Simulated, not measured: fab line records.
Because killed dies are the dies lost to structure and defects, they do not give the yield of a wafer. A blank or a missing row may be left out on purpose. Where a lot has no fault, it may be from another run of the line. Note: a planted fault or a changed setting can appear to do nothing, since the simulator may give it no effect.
fab line records | flow n5Finfet
record: lots: 19 wafers: 57 lastDay: 17
route steps=1938 shown BEOL_M6@1231 BEOL_M7@1279
lots with no fault: from the same line, run without faults
startH: hours from the record's first day to the start of the lot's first wafer shown | waitH: hours elapsed since this lot's preceding step | " as in the row above | L1.1+2: one row covering several wafers at once | - no value, or no start given | * or withheld: withheld | < > ~ a bound
route shown NAME@n: NAME is a module with steps in the file, n the number in the route of the first one | usual: mean/standard deviation of fault-free wafers | same: alike in all rows | chamber/n: place in a boat | sites: per-site readings | _std_site: their standard deviation | _edge_site: mean of outer sites minus mean of inner sites | radiusMm: how far each site lies from the wafer's centre | mask NAME#n: copy n | behind: the last tool/chamber to shape the wafer | hold: cause of the lot's hold/its duration in hours/its outcome | device: transistor that didn't switch, given as n, p or np | end of line: tests run on the same wafers once the route is complete | step lacking rows: just its recipe | killed: at the first sort, the dies lost to defects and structure; wafer yield is something else | map: a wafer's dies, x killed, . not, _ none there
set.NAME: the setting the step ran with; set.NAME@STEP: the setting that earlier step ran with | model.NAME: the simulator's own value behind a step, which no gauge read
route steps across a sampled set of lots; one table per step, one row per wafer
services: a tool's chamber out of use, with start hour (startH, from the record's first day; less than 0 if before it), hours out, and reason
== steps ==
step: N5_BEOL_M6_ETCH_72
recipe: chemistry: N2/H2 target: underlayer targetDepthA: 65 maskMaterial: CAR-EUV timeS: 5.2 ionEnergyEv: 200 pressureMtorr: 30 sourceW: 840 biasW: 150 n2FlowSccm: 200 h2FlowSccm: 200 ends: cleared
usual: chamberPressureMTorr: 30.00/0.045 drypumpMotorCurrentA: 5.6/0.49 etchRfOnTimeS: 5.17/0.067 h2FlowSccm: 200.0/0.6 oesProductAu: 0.70/0.059 rfVppV: 524.8/2.9 showerheadPlenumPTorr: 2.58/0.096 throttleValvePct: 17.85/0.2
columns lot.wafer tool chamber startH waitH chamberPressureMTorr drypumpMotorCurrentA etchRfOnTimeS h2FlowSccm oesProductAu rfHoursCounterH rfVppV showerheadPlenumPTorr throttleValvePct
L075.2 rieDiel-05 1 185.77 0.0 30.01 6.1 5.08 201.1 0.78 21 525.1 2.59 17.55
L075.4 " 0 " " 30.02 5.5 5.19 199.3 0.74 40 520.4 2.48 17.59
L075.6 " 2 " " 29.94 5.7 4.99 200.3 0.74 - 521.5 2.46 18.00
L076.1 rieDiel-01 1 196.55 0.0 30.06 5.6 5.21 200.8 0.59 231 522.1 2.50 18.01
L076.2 " 0 " " 30.03 6.2 5.22 200.7 0.59 232 524.4 2.52 18.28
L076.4 " 3 " " 30.01 5.4 5.22 200.3 0.68 103 521.2 2.46 17.59
L077.1 rieDiel-05 3 197.26 0.0 30.03 5.0 5.17 200.0 0.74 33 527.3 2.70 17.56
L077.2 " 0 " " 30.05 5.5 5.24 199.5 0.73 44 523.1 2.48 17.56
L077.5 " 3 " " 29.98 4.9 5.12 200.1 0.74 - 528.1 2.70 17.53
L078.2 rieDiel-06 2 208.83 0.0 29.97 5.8 5.20 199.6 0.60 221 523.0 2.51 18.05
L078.4 " 3 " " 29.93 5.7 5.26 199.9 0.58 247 525.8 2.60 18.22
L078.6 " 1 " " 29.98 6.2 5.15 200.2 0.73 - 527.1 2.70 17.98
L079.3 rieDiel-01 1 210.68 0.0 29.93 5.7 5.23 200.0 0.58 235 522.2 2.50 18.00
L079.4 " 3 " " 29.99 5.4 5.22 200.2 0.68 107 522.7 2.45 17.58
L079.6 " 1 " " 30.08 5.6 5.20 199.3 0.58 - 521.6 2.50 17.99
L080.3 rieDiel-06 2 221.05 0.0 29.97 5.8 5.25 200.2 0.60 227 523.5 2.51 18.06
L080.5 " 1 " " 29.96 6.3 5.18 199.4 0.72 - 528.4 2.70 17.97
L080.6 " 2 " " 30.03 5.8 5.23 201.0 0.59 - 522.6 2.51 18.07
L081.2 rieDiel-06 0 227.76 0.0 29.99 4.8 5.13 199.8 0.70 78 529.3 2.67 17.90
L081.3 " 2 " " 30.00 5.8 5.11 198.9 0.61 229 521.3 2.51 18.05
L081.4 " 2 " " 30.09 5.8 5.20 198.9 0.60 - 523.0 2.51 18.06
L082.2 rieDiel-06 0 232.52 0.0 30.04 4.8 5.10 200.1 0.71 80 527.0 2.67 17.90
L082.4 " 0 " " 30.00 4.8 5.11 200.1 0.72 - 527.9 2.67 17.91
L082.6 " 1 " " 30.04 6.2 5.14 200.5 0.72 - 526.7 2.69 17.97
L083.1 rieDiel-01 0 234.60 0.0 30.03 6.2 5.25 200.4 0.58 245 525.7 2.51 18.32
L083.2 " 2 " " 29.98 5.3 5.15 200.6 0.67 134 520.5 2.44 17.81
L083.3 " 3 " " 29.95 5.4 5.27 200.0 0.67 116 522.2 2.45 17.60
L084.2 rieDiel-06 2 241.87 0.0 29.96 5.8 5.17 199.4 0.60 235 523.8 2.51 18.05
L084.4 " 0 " " 29.97 4.8 5.13 199.4 0.71 84 528.6 2.67 17.93
L084.5 " 3 " " 29.94 5.7 5.15 200.5 0.85 - 525.4 2.60 17.79
L086.2 rieDiel-06 3 257.81 0.0 29.92 5.7 5.22 200.7 0.79 7 526.0 2.60 17.83
L086.3 " 3 " " 29.93 5.7 5.21 200.7 0.80 - 527.0 2.60 17.81
L086.6 " 3 " " 30.01 5.7 5.23 200.2 0.80 - 525.3 2.60 17.82
L087.1 rieDiel-05 2 258.15 0.0 29.98 5.6 5.08 200.2 0.71 97 521.7 2.45 18.06
L087.3 " 1 " " 29.97 6.1 5.07 200.2 0.74 46 525.0 2.58 17.59
L087.6 " 2 " " 29.97 5.6 5.07 199.7 0.71 - 523.3 2.45 18.08
L090.1 rieDiel-05 1 279.68 0.0 29.93 6.1 5.11 199.9 0.72 54 522.9 2.57 17.59
L090.3 " 2 " " 29.93 5.7 5.05 200.4 0.71 105 521.2 2.45 18.07
L090.4 " 3 " " 30.08 5.0 5.14 200.1 0.70 62 526.5 2.69 17.65
L088.1 rieDiel-06 0 279.79 0.0 30.06 4.8 5.19 200.2 0.69 94 530.3 2.67 17.92
L088.4 " 3 " " 30.06 5.7 5.19 200.7 0.77 16 525.2 2.60 17.82
L088.6 " 1 " " 30.02 6.2 5.24 200.2 0.70 - 525.2 2.69 18.00
L091.2 rieDiel-06 3 298.70 0.0 30.03 5.7 5.19 199.2 0.77 23 526.5 2.59 17.85
L091.5 " 0 " " 30.04 4.8 5.11 199.3 0.69 - 525.4 2.66 17.93
L091.6 " 3 " " 30.00 5.7 5.16 199.7 0.76 - 523.8 2.59 17.86
L092.1 rieDiel-01 2 302.27 0.0 30.10 5.3 5.09 200.7 0.63 164 520.0 2.43 17.86
L092.2 " 1 " " 29.97 5.7 5.18 200.4 0.81 4 523.3 2.49 17.63
L092.4 " 0 " " 29.97 6.2 5.05 200.3 0.80 16 521.8 2.50 17.90
L094.1 rieDiel-06 1 302.36 0.0 30.05 6.3 5.26 201.4 0.68 87 525.3 2.68 18.03
L094.5 " 1 " " 29.99 6.3 5.24 200.3 0.69 - 528.1 2.68 18.02
L094.6 " 3 " " 30.00 5.7 5.27 200.9 0.75 - 524.0 2.59 17.83
L095.3 rieDiel-05 2 305.65 0.0 30.06 5.7 5.07 201.1 0.70 113 522.8 2.45 18.08
L095.4 " 3 " " 29.96 5.0 5.18 199.8 0.70 71 526.0 2.68 17.62
L095.6 " 3 " " 29.98 5.0 5.13 200.5 0.71 - 527.0 2.68 17.62
L096.1 rieDiel-06 3 326.25 0.0 30.00 5.7 5.16 201.1 0.75 36 526.4 2.59 17.86
L096.4 " 1 " " 29.99 6.3 5.27 199.8 0.68 - 526.5 2.68 18.05
L096.5 " 2 " " 30.09 5.8 5.21 200.7 0.82 - 522.8 2.50 17.68
step: N5_BEOL_M6_PRE_CLEAN_45
recipe: gas: H2/He timeS: 30 tempC: 250
usual: heaterPowerW: 342/31
columns lot.wafer tool chamber startH waitH heaterPowerW
L075.2 pvdSputter-03 - 187.89 0.0 295
L075.4 " - " " 347
L075.6 " - " " 341
L076.1 pvdSputter-03 - 197.88 0.0 343
L076.2 " - " " 300
L076.4 " - " " 299
L077.1 pvdSputter-01 - 199.15 0.0 327
L077.2 " - " " 362
L077.5 " - " " 364
L078.2 pvdSputter-01 - 210.16 0.0 334
L078.4 " - " " 326
L078.6 " - " " 360
L079.3 pvdSputter-01 - 211.64 0.0 375
L079.4 " - " " 328
L079.6 " - " " 361
L080.3 pvdSputter-03 - 222.00 0.0 300
L080.5 " - " " 301
L080.6 " - " " 341
L081.2 pvdSputter-01 - 229.91 0.0 367
L081.3 " - " " 332
L081.4 " - " " 363
L082.2 pvdSputter-01 - 233.50 0.0 365
L082.4 " - " " 331
L082.6 " - " " 353
L083.1 pvdSputter-03 - 236.21 0.0 339
L083.2 " - " " 298
L083.3 " - " " 300
L084.2 pvdSputter-02 - 243.31 0.0 333
L084.4 " - " " 343
L084.5 " - " " 336
L086.2 pvdSputter-02 - 259.26 0.0 328
L086.3 " - " " 360
L086.6 " - " " 429
L087.1 pvdSputter-03 - 259.41 0.0 345
L087.3 " - " " 299
L087.6 " - " " 293
L090.1 pvdSputter-02 - 280.74 0.0 369
L090.3 " - " " 341
L090.4 " - " " 322
L088.1 pvdSputter-03 - 280.93 0.0 299
L088.4 " - " " 349
L088.6 " - " " 299
L091.2 pvdSputter-02 - 299.73 0.0 367
L091.5 " - " " 330
L091.6 " - " " 362
L092.1 pvdSputter-01 - 303.30 0.0 322
L092.2 " - " " 338
L092.4 " - " " 370
L094.1 pvdSputter-03 - 303.32 0.0 305
L094.5 " - " " 338
L094.6 " - " " 303
L095.3 pvdSputter-01 - 306.80 0.0 359
L095.4 " - " " 344
L095.6 " - " " 347
L096.1 pvdSputter-01 - 327.21 0.0 344
L096.4 " - " " 325
L096.5 " - " " 333
step: N5_BEOL_M7_DESCUM_16
recipe: chemistry: O2 timeS: 7.9 sourcePowerW: 50 biasPowerW: 20 pressureMtorr: 20 rfFrequencyHz: 2.712e+07 tempC: 40 resist: CAR-ArF o2FlowSccm: 225
usual: chamberPressureMTorr: 20.001/0.019 drypumpMotorCurrentA: 5.8/0.47 oesProductAu: 0.78/0.093 rfVppV: 242.7/1.3 showerheadPlenumPTorr: 2.06/0.065 throttleValvePct: 20.39/0.27
columns lot.wafer tool chamber startH waitH chamberPressureMTorr drypumpMotorCurrentA oesProductAu rfHoursCounterH rfVppV showerheadPlenumPTorr throttleValvePct
L075.2 rieDiel-03 0 195.60 0.0 20.024 6.1 0.76 183 242.0 2.00 20.62
L075.4 " 3 " " 20.005 6.2 0.79 110 242.3 2.02 20.44
L075.6 " 1 " " 20.020 4.7 1.01 - 244.7 2.14 20.11
L076.1 rieDiel-04 2 207.57 0.3 20.017 5.7 0.97 2 242.4 2.05 20.21
L076.2 " 1 " " 20.013 6.1 0.75 167 244.1 2.17 20.30
L076.4 " 3 " " 20.007 5.8 0.72 223 242.6 2.07 20.63
L077.1 rieDiel-04 3 207.83 0.4 19.979 5.8 0.72 223 242.9 2.07 20.65
L077.2 " 2 " " 20.001 5.7 0.98 2 241.3 2.05 20.22
L077.5 " 2 " " 19.983 5.7 0.99 - 243.2 2.05 20.22
L078.2 rieDiel-03 3 217.54 0.0 19.996 6.2 0.78 116 241.5 2.02 20.45
L078.4 " 0 " " 20.012 6.1 0.75 189 242.4 2.00 20.62
L078.6 " 3 " " 20.002 6.2 0.78 - 241.3 2.02 20.48
L079.3 rieDiel-04 1 220.13 0.0 19.986 6.1 0.74 170 243.9 2.17 20.31
L079.4 " 3 " " 20.005 5.8 0.71 227 241.8 2.07 20.65
L079.6 " 0 " " 20.013 5.6 0.69 - 244.0 2.07 20.75
L080.3 rieDiel-04 2 228.55 0.2 20.011 5.7 0.94 8 242.0 2.05 20.22
L080.5 " 2 " " 19.988 5.7 0.94 - 242.5 2.05 20.22
L080.6 " 3 " " 20.013 5.9 0.71 - 240.3 2.06 20.64
L081.2 rieDiel-02 1 233.71 0.0 20.015 5.7 0.75 152 239.9 1.92 19.96
L081.3 " 0 " " 20.016 5.7 0.72 162 243.5 2.09 20.63
L081.4 " 3 " " 19.993 6.3 0.92 13 243.9 2.13 19.85
L082.2 rieDiel-03 2 240.31 0.2 20.038 6.2 0.72 183 240.8 1.99 20.37
L082.4 " 1 " " 20.057 4.7 0.95 13 244.6 2.14 20.12
L082.6 " 1 " " 19.994 4.7 0.95 - 244.5 2.14 20.13
L083.1 rieDiel-03 0 240.61 0.3 20.007 6.1 0.74 196 241.4 2.00 20.63
L083.2 " 3 " " 20.036 6.2 0.77 123 243.3 2.02 20.45
L083.3 " 2 " " 20.034 6.2 0.72 183 241.6 1.99 20.39
L084.2 rieDiel-03 0 248.02 0.0 19.991 6.1 0.74 198 242.1 2.00 20.63
L084.4 " 1 " " 20.001 4.7 0.94 16 244.4 2.13 20.14
L084.5 " 3 " " 19.986 6.2 0.78 - 240.9 2.02 20.46
L086.2 rieDiel-04 0 266.48 0.0 19.991 5.6 0.68 231 243.3 2.06 20.78
L086.3 " 2 " " 19.987 5.7 0.92 21 242.0 2.04 20.25
L086.6 " 1 " " 20.008 6.1 0.73 - 244.5 2.17 20.33
L087.1 rieDiel-04 2 267.21 0.0 19.980 5.7 0.90 21 242.0 2.04 20.25
L087.3 " 3 " " 19.982 5.8 0.71 238 242.2 2.06 20.67
L087.6 " 1 " " 20.003 6.1 0.73 - 245.1 2.17 20.32
L090.1 rieDiel-03 2 285.45 1.9 20.015 6.2 0.70 201 241.5 1.99 20.41
L090.3 " 3 " " 19.995 6.2 0.76 138 242.4 2.01 20.48
L090.4 " 1 " " 20.016 4.7 0.91 31 244.7 2.13 20.14
L088.1 rieDiel-04 1 285.80 1.6 20.019 6.1 0.72 194 244.4 2.16 20.35
L088.4 " 2 " " 20.006 5.7 0.89 28 243.4 2.04 20.26
L088.6 " 0 " " 20.017 5.6 0.67 - 244.7 2.06 20.80
L091.2 rieDiel-03 2 303.80 0.0 20.027 6.2 0.71 206 242.2 1.98 20.42
L091.5 " 1 " " 19.973 4.7 0.91 - 243.9 2.13 20.16
L091.6 " 2 " " 19.995 6.2 0.71 - 241.1 1.98 20.42
L092.1 rieDiel-02 0 306.70 0.0 19.998 5.7 0.72 180 243.0 2.08 20.67
L092.2 " 3 " " 20.001 6.2 0.89 31 243.3 2.12 19.87
L092.4 " 1 " " 20.010 5.7 0.73 172 239.9 1.92 20.00
L094.1 rieDiel-02 0 307.05 0.0 19.989 5.7 0.72 180 244.3 2.08 20.66
L094.5 " 3 " " 19.977 6.3 0.88 - 243.3 2.12 19.88
L094.6 " 0 " " 19.992 5.7 0.71 - 242.8 2.08 20.67
L095.3 rieDiel-02 0 312.09 0.1 20.022 5.7 0.71 182 242.0 2.08 20.68
L095.4 " 1 " " 19.995 5.7 0.73 173 239.8 1.92 19.99
L095.6 " 2 " " 20.009 5.1 0.88 - 242.3 2.05 20.02
L096.1 rieDiel-03 1 331.98 0.0 19.997 4.7 0.88 45 242.3 2.12 20.19
L096.4 " 0 " " 20.019 6.1 0.73 225 241.7 1.99 20.68
L096.5 " 1 " " 20.001 4.8 0.88 - 243.9 2.12 20.18
step: N5_BEOL_M7_DESCUM_33
recipe: chemistry: O2 timeS: 7 sourcePowerW: 50 biasPowerW: 20 pressureMtorr: 20 rfFrequencyHz: 2.712e+07 tempC: 40 resist: CAR-EUV o2FlowSccm: 225
usual: chamberPressureMTorr: 20.001/0.02 drypumpMotorCurrentA: 5.8/0.48 oesProductAu: 0.80/0.1 rfVppV: 242.5/1.4 showerheadPlenumPTorr: 2.06/0.065 throttleValvePct: 20.35/0.27
columns lot.wafer tool chamber startH waitH chamberPressureMTorr drypumpMotorCurrentA oesProductAu rfHoursCounterH rfVppV showerheadPlenumPTorr throttleValvePct
L075.2 rieDiel-03 0 196.65 0.2 20.007 6.1 0.75 183 243.3 2.00 20.61
L075.4 " 2 " " 19.997 6.2 0.73 171 242.5 2.00 20.35
L075.6 " 1 " " 19.986 4.7 1.01 - 242.4 2.14 20.10
L076.1 rieDiel-03 3 208.72 0.1 20.016 6.2 0.79 114 242.3 2.02 20.45
L076.2 " 0 " " 20.002 6.1 0.75 187 241.8 2.00 20.61
L076.4 " 1 " " 20.004 4.7 0.99 5 243.7 2.14 20.11
L077.1 rieDiel-04 0 208.76 0.1 20.021 5.6 0.70 212 242.5 2.07 20.74
L077.2 " 2 " " 20.002 5.7 0.97 2 241.3 2.05 20.23
L077.5 " 0 " " 19.960 5.6 0.70 - 243.1 2.07 20.73
L078.2 rieDiel-04 1 218.71 0.0 20.007 6.1 0.74 170 245.4 2.17 20.29
L078.4 " 3 " " 20.025 5.8 0.71 226 243.5 2.07 20.62
L078.6 " 1 " " 19.983 6.1 0.75 - 245.9 2.17 20.31
L079.3 rieDiel-02 3 221.14 0.0 19.962 6.2 0.94 9 242.5 2.13 19.83
L079.4 " 2 " " 20.005 5.2 0.93 12 242.8 2.06 19.98
L079.6 " 2 " " 20.028 5.2 0.94 - 243.3 2.06 19.98
L080.3 rieDiel-04 0 229.70 0.1 19.975 5.6 0.68 219 242.0 2.07 20.75
L080.5 " 1 " " 19.997 6.1 0.74 - 244.8 2.17 20.31
L080.6 " 2 " " 20.000 5.7 0.95 - 243.2 2.05 20.24
L081.2 rieDiel-02 0 234.81 0.2 19.950 5.7 0.72 163 242.8 2.09 20.64
L081.3 " 3 " " 19.975 6.2 0.92 13 246.2 2.13 19.82
L081.4 " 1 " " 19.997 5.7 0.75 153 240.1 1.92 19.96
L082.2 rieDiel-03 1 241.35 0.0 20.017 4.7 0.95 14 244.6 2.14 20.12
L082.4 " 2 " " 20.004 6.2 0.72 184 240.0 1.99 20.37
L082.6 " 3 " " 19.988 6.2 0.78 - 241.1 2.02 20.47
L083.1 rieDiel-02 1 241.51 0.0 19.979 5.7 0.75 155 239.4 1.92 19.97
L083.2 " 2 " " 20.019 5.1 0.92 18 243.9 2.06 19.98
L083.3 " 0 " " 19.994 5.7 0.73 165 243.9 2.09 20.64
L084.2 rieDiel-02 1 250.42 0.2 19.996 5.7 0.74 158 241.2 1.92 19.98
L084.4 " 0 " " 20.028 5.7 0.72 167 242.6 2.09 20.65
L084.5 " 2 " " 20.026 5.2 0.91 - 241.9 2.06 19.98
L086.2 rieDiel-03 0 267.84 0.0 20.024 6.1 0.73 203 242.3 1.99 20.63
L086.3 " 1 " " 20.011 4.7 0.93 23 244.2 2.13 20.15
L086.6 " 1 " " 20.004 4.7 0.92 - 243.8 2.13 20.14
L087.1 rieDiel-03 1 268.24 0.0 19.990 4.7 0.93 23 243.5 2.13 20.13
L087.3 " 2 " " 20.015 6.2 0.72 193 240.1 1.99 20.38
L087.6 " 2 " " 20.002 6.2 0.71 - 240.5 1.99 20.40
L090.1 rieDiel-04 3 291.26 0.0 20.029 5.8 0.69 247 242.7 2.06 20.67
L090.3 " 0 " " 20.034 5.6 0.67 241 241.8 2.06 20.79
L090.4 " 1 " " 19.993 6.1 0.73 197 244.1 2.16 20.36
L088.1 rieDiel-03 2 293.01 0.0 19.985 6.2 0.70 203 241.6 1.98 20.41
L088.4 " 3 " " 20.018 6.2 0.75 141 242.9 2.01 20.48
L088.6 " 0 " " 20.005 6.1 0.73 - 240.3 1.99 20.66
L091.2 rieDiel-02 2 305.53 0.3 19.988 5.2 0.89 35 244.4 2.05 20.01
L091.5 " 3 " " 20.021 6.3 0.87 - 243.9 2.12 19.87
L091.6 " 2 " " 20.004 5.2 0.88 - 242.5 2.05 20.01
L092.1 rieDiel-02 2 307.71 0.0 20.002 5.1 0.88 36 241.5 2.05 20.02
L092.2 " 0 " " 19.996 5.7 0.72 181 242.3 2.08 20.68
L092.4 " 3 " " 20.014 6.2 0.89 32 243.4 2.12 19.87
L094.1 rieDiel-03 1 308.08 0.1 20.028 4.7 0.90 37 243.4 2.13 20.17
L094.5 " 2 " " 19.984 6.2 0.70 - 240.0 1.98 20.42
L094.6 " 1 " " 20.014 4.7 0.89 - 243.1 2.13 20.15
L095.3 rieDiel-03 1 314.26 0.5 20.014 4.7 0.89 39 244.1 2.13 20.16
L095.4 " 3 " " 20.007 6.2 0.76 146 241.3 2.01 20.50
L095.6 " 3 " " 20.050 6.2 0.76 - 241.4 2.01 20.50
L096.1 rieDiel-04 3 335.37 0.0 19.994 5.8 0.99 5 242.1 2.06 20.27
L096.4 " 2 " " 20.009 5.7 0.87 46 241.4 2.03 20.29
L096.5 " 0 " " 20.019 5.6 1.00 - 242.8 2.06 20.43
step: N5_BEOL_M7_VIA_ETCH_34
recipe: chemistry: C4F6/O2 target: SiCOH_lowk targetDepthA: 1255 maskMaterial: SOC taperDeg: 4 timeS: 50.5 ionEnergyEv: 250 pressureMtorr: 30 sourceW: 345 biasW: 185 Ar_flow_sccm: 300 C4F6_flow_sccm: 10 O2_flow_sccm: 10
usual: O2_flow_sccm: 10.003/0.029 chamberPressureMTorr: 29.999/0.025 drypumpMotorCurrentA: 5.8/0.48 oes_ar_750_au: 0.80/0.097 oesProductAu: 0.80/0.1 rfVppV: 663/6.5 showerheadPlenumPTorr: 2.80/0.086 throttleValvePct: 20.83/0.27
columns lot.wafer tool chamber startH waitH O2_flow_sccm chamberPressureMTorr drypumpMotorCurrentA oes_ar_750_au oesProductAu rfHoursCounterH rfVppV showerheadPlenumPTorr throttleValvePct
L075.2 rieDiel-03 0 196.83 0.0 9.974 30.010 6.1 0.75 0.75 184 666 2.72 21.04
L075.4 " 2 " " 9.983 29.973 6.2 0.73 0.73 171 662 2.73 20.90
L075.6 " 1 " " 9.970 30.026 4.7 1.01 1.01 - 669 2.92 20.66
L076.1 rieDiel-03 3 208.90 0.0 10.026 30.002 6.2 0.80 0.79 114 651 2.75 20.91
L076.2 " 0 " " 10.013 29.965 6.1 0.75 0.75 187 666 2.72 21.02
L076.4 " 1 " " 9.992 29.988 4.7 0.97 0.99 5 669 2.92 20.68
L077.1 rieDiel-04 0 208.94 0.0 9.968 29.973 5.6 0.69 0.69 212 665 2.82 21.20
L077.2 " 2 " " 9.954 30.000 5.7 0.98 0.98 2 660 2.81 20.79
L077.5 " 0 " " 10.038 30.018 5.6 0.70 0.69 - 666 2.82 21.20
L078.2 rieDiel-04 1 218.89 0.0 10.037 30.009 6.1 0.75 0.74 170 675 2.95 20.78
L078.4 " 3 " " 9.980 29.973 5.8 0.72 0.72 226 662 2.81 21.09
L078.6 " 1 " " 9.995 30.000 6.1 0.75 0.75 - 676 2.95 20.76
L079.3 rieDiel-02 3 221.32 0.0 10.011 29.979 6.3 0.91 0.94 9 671 2.90 20.35
L079.4 " 2 " " 10.029 29.983 5.2 0.92 0.94 12 661 2.79 20.37
L079.6 " 2 " " 10.062 29.977 5.2 0.92 0.95 - 662 2.79 20.37
L080.3 rieDiel-04 0 229.88 0.0 10.030 29.982 5.5 0.69 0.68 219 666 2.81 21.20
L080.5 " 1 " " 9.995 30.008 6.1 0.75 0.73 - 676 2.95 20.77
L080.6 " 2 " " 10.006 29.981 5.7 0.95 0.95 - 660 2.80 20.79
L081.2 rieDiel-02 0 234.99 0.0 9.987 30.006 5.7 0.73 0.73 163 663 2.85 21.22
L081.3 " 3 " " 10.048 29.980 6.3 0.91 0.93 13 671 2.90 20.35
L081.4 " 1 " " 9.990 30.034 5.7 0.75 0.75 153 654 2.63 20.46
L082.2 rieDiel-03 1 241.53 0.0 9.987 29.987 4.7 0.95 0.97 14 668 2.92 20.69
L082.4 " 2 " " 10.012 30.020 6.2 0.71 0.71 184 659 2.73 20.91
L082.6 " 3 " " 9.991 30.001 6.2 0.79 0.77 - 653 2.75 20.93
L083.1 rieDiel-02 1 241.69 0.0 10.064 30.026 5.7 0.75 0.74 155 654 2.63 20.46
L083.2 " 2 " " 9.974 30.020 5.1 0.90 0.92 19 660 2.79 20.37
L083.3 " 0 " " 9.988 29.989 5.7 0.73 0.73 165 661 2.85 21.19
L084.2 rieDiel-02 1 250.60 0.0 10.025 30.045 5.7 0.75 0.74 158 654 2.63 20.46
L084.4 " 0 " " 9.968 29.976 5.7 0.72 0.72 167 661 2.85 21.20
L084.5 " 2 " " 9.993 30.008 5.2 0.90 0.91 - 660 2.79 20.37
L086.2 rieDiel-03 0 268.02 0.0 10.012 29.961 6.1 0.72 0.74 203 666 2.71 21.04
L086.3 " 1 " " 9.998 30.039 4.7 0.92 0.93 23 668 2.91 20.68
L086.6 " 1 " " 10.016 30.011 4.7 0.92 0.94 - 669 2.91 20.69
L087.1 rieDiel-03 1 268.42 0.0 10.035 30.017 4.7 0.92 0.94 23 669 2.91 20.69
L087.3 " 2 " " 10.062 29.987 6.2 0.71 0.72 193 661 2.72 20.94
L087.6 " 2 " " 10.048 29.964 6.2 0.71 0.71 - 659 2.72 20.94
L090.1 rieDiel-04 3 291.44 0.0 10.017 30.010 5.8 0.70 0.71 248 663 2.80 21.11
L090.3 " 0 " " 10.024 29.986 5.6 0.67 0.67 241 666 2.80 21.27
L090.4 " 1 " " 10.037 29.995 6.1 0.72 0.73 197 676 2.94 20.82
L088.1 rieDiel-03 2 293.19 0.0 10.013 29.987 6.2 0.70 0.70 203 660 2.72 20.95
L088.4 " 3 " " 9.952 29.966 6.2 0.77 0.75 141 652 2.74 20.94
L088.6 " 0 " " 10.022 29.997 6.1 0.72 0.73 - 664 2.71 21.09
L091.2 rieDiel-02 2 305.71 0.0 9.994 30.006 5.1 0.87 0.88 35 660 2.78 20.41
L091.5 " 3 " " 10.004 29.996 6.3 0.88 0.88 - 672 2.89 20.37
L091.6 " 2 " " 10.029 29.970 5.1 0.87 0.89 - 661 2.78 20.41
L092.1 rieDiel-02 2 307.89 0.0 10.011 30.046 5.2 0.88 0.88 36 659 2.78 20.41
L092.2 " 0 " " 10.004 29.982 5.7 0.72 0.71 181 660 2.85 21.24
L092.4 " 3 " " 10.012 30.038 6.3 0.87 0.88 32 670 2.89 20.39
L094.1 rieDiel-03 1 308.26 0.0 10.023 30.025 4.7 0.90 0.90 37 669 2.90 20.70
L094.5 " 2 " " 9.995 29.961 6.2 0.71 0.70 - 660 2.72 20.94
L094.6 " 1 " " 9.951 30.008 4.7 0.90 0.90 - 668 2.90 20.72
L095.3 rieDiel-03 1 314.44 0.0 9.970 30.042 4.7 0.89 0.90 39 669 2.90 20.71
L095.4 " 3 " " 10.029 30.021 6.2 0.76 0.76 146 652 2.74 20.96
L095.6 " 3 " " 9.986 30.056 6.2 0.77 0.76 - 651 2.74 20.94
L096.1 rieDiel-04 3 335.55 0.0 10.023 30.038 5.8 0.97 0.98 5 662 2.79 20.72
L096.4 " 2 " " 10.038 29.971 5.7 0.86 0.86 46 659 2.79 20.84
L096.5 " 0 " " 9.958 30.008 5.6 0.99 0.99 - 665 2.80 20.90
step: N5_BEOL_M7_PRE_CLEAN_45
recipe: gas: H2/He timeS: 30 tempC: 250
usual: heaterPowerW: 350/34
columns lot.wafer tool chamber startH waitH heaterPowerW
L075.2 pvdSputter-03 - 197.96 0.0 344
L075.4 " - " " 300
L075.6 " - " " 338
L076.1 pvdSputter-02 - 209.83 0.0 328
L076.2 " - " " 372
L076.4 " - " " 425
L077.1 pvdSputter-01 - 210.00 0.0 334
L077.2 " - " " 362
L077.5 " - " " 330
L078.2 pvdSputter-03 - 219.81 0.0 304
L078.4 " - " " 342
L078.6 " - " " 348
L079.3 pvdSputter-02 - 222.12 0.0 371
L079.4 " - " " 343
L079.6 " - " " 348
L080.3 pvdSputter-03 - 230.81 0.0 304
L080.5 " - " " 296
L080.6 " - " " 348
L081.2 pvdSputter-02 - 236.32 0.0 371
L081.3 " - " " 336
L081.4 " - " " 324
L082.2 pvdSputter-01 - 242.39 0.0 370
L082.4 " - " " 326
L082.6 " - " " 341
L083.1 pvdSputter-03 - 242.77 0.0 303
L083.2 " - " " 303
L083.3 " - " " 346
L084.2 pvdSputter-01 - 251.48 0.0 363
L084.4 " - " " 340
L084.5 " - " " 354
L086.2 pvdSputter-02 - 269.43 0.0 366
L086.3 " - " " 324
L086.6 " - " " 368
L087.1 pvdSputter-02 - 269.97 0.0 321
L087.3 " - " " 404
L087.6 " - " " 343
L090.1 pvdSputter-02 - 292.66 0.0 428
L090.3 " - " " 377
L090.4 " - " " 321
L088.1 pvdSputter-01 - 294.77 0.0 331
L088.4 " - " " 361
L088.6 " - " " 341
L091.2 pvdSputter-01 - 306.68 0.0 342
L091.5 " - " " 360
L091.6 " - " " 365
L092.1 pvdSputter-01 - 308.80 0.0 325
L092.2 " - " " 349
L092.4 " - " " 371
L094.1 pvdSputter-02 - 309.19 0.0 432
L094.5 " - " " 329
L094.6 " - " " 363
L095.3 pvdSputter-02 - 315.55 0.0 337
L095.4 " - " " 366
L095.6 " - " " 336
L096.1 pvdSputter-02 - 336.56 0.0 330
L096.4 " - " " 423
L096.5 " - " " 424
== services ==
columns tool chamber startH hours kind
rieDiel-03 1 170.57 - clean
rieDiel-03 1 170.57 - consumableReplace:focusRing
rieDiel-03 1 170.57 23.4 scheduledDown
rieDiel-03 1 170.57 23.4 ventCycle
rieDiel-04 2 185.70 - clean
rieDiel-04 2 185.70 - consumableReplace:focusRing
rieDiel-06 - 186.01 2.8 pm
rieDiel-06 2 193.07 5.0 repair
rieDiel-06 0 248.46 12.2 repair
rieDiel-04 2 250.08 2.5 repair
rieDiel-06 2 253.30 11.7 repair
rieDiel-04 3 257.50 8.1 repair
rieDiel-02 - 270.26 14.6 pm
pvdSputter-03 - 285.89 3.8 repair
rieDiel-02 - 289.47 0.3 repair
rieDiel-04 3 298.96 - clean
rieDiel-04 3 298.96 - consumableReplace:focusRing
rieDiel-04 3 298.96 20.0 scheduledDown
rieDiel-04 3 298.96 20.0 ventCycle
rieDiel-04 0 318.99 - clean
rieDiel-04 0 318.99 - consumableReplace:focusRing
rieDiel-06 0 323.11 6.4 repair
rieDiel-05 - 328.94 1.0 repair
rieDiel-06 1 331.98 7.0 repair
== key ==
fault none
